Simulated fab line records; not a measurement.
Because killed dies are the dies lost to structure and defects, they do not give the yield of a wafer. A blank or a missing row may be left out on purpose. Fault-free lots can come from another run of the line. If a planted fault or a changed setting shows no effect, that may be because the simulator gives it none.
Matching of chambers :: flow n5_finfet :: N5_BEOL_M10_ETCH_62 on rie_diel-04: 4 sister chambers
The step etches SOC in N2/H2, target depth 110 nm, overetch 22 nm, time 165 s. 4 wafers are shown with their chamber, then 10 later ones without.

## EACH WAFER AND ITS CHAMBER
wafer: L085.4
chamber: 3
showerhead_plenum_p_Torr (Torr): 2.68

wafer: L086.5
chamber: 2
showerhead_plenum_p_Torr (Torr): 2.55

wafer: L089.1
chamber: 0
showerhead_plenum_p_Torr (Torr): 2.47

wafer: L089.2
chamber: 1
showerhead_plenum_p_Torr (Torr): 2.62

## WAFERS MISSING THEIR CHAMBER
wafer: L089.4
showerhead_plenum_p_Torr (Torr): 2.55

wafer: L092.2
showerhead_plenum_p_Torr (Torr): 2.67

wafer: L092.4
showerhead_plenum_p_Torr (Torr): 2.55

wafer: L092.6
showerhead_plenum_p_Torr (Torr): 2.47

wafer: L096.1
showerhead_plenum_p_Torr (Torr): 2.61

wafer: L096.2
showerhead_plenum_p_Torr (Torr): 2.54

wafer: L096.5
showerhead_plenum_p_Torr (Torr): 2.61

wafer: L097.2
showerhead_plenum_p_Torr (Torr): 2.47

wafer: L097.3
showerhead_plenum_p_Torr (Torr): 2.54

wafer: L097.4
showerhead_plenum_p_Torr (Torr): 2.61

## THE CHAMBER EACH PASSED THROUGH
wafer: L089.4
from the rows above: 2
in truth: 2

wafer: L092.2
from the rows above: 3
in truth: 3

wafer: L092.4
from the rows above: 2
in truth: 2

wafer: L092.6
from the rows above: 0
in truth: 0

wafer: L096.1
from the rows above: 1
in truth: 1

wafer: L096.2
from the rows above: 2
in truth: 2

wafer: L096.5
from the rows above: 1
in truth: 1

wafer: L097.2
from the rows above: 0
in truth: 0

wafer: L097.3
from the rows above: 2
in truth: 2

wafer: L097.4
from the rows above: 1
in truth: 1
10 of 10 placed correctly. Number that these rows cannot place: 0. Number placed wrongly: 0.
How it was worked out, from the rows above alone: a wafer's distance from a chamber is the root of the sum, over the readings, of the square of ((its reading less the chamber's mean) divided by the reading's scatter). The wafer belongs to the nearest chamber; if the next one is less than 2 further off, it can't be placed. The mean given for a chamber averages the wafers shown for that chamber. The scatter: with one shown wafer a chamber, the root of the mean of the squares of how far each hidden wafer lies from its nearest shown one.
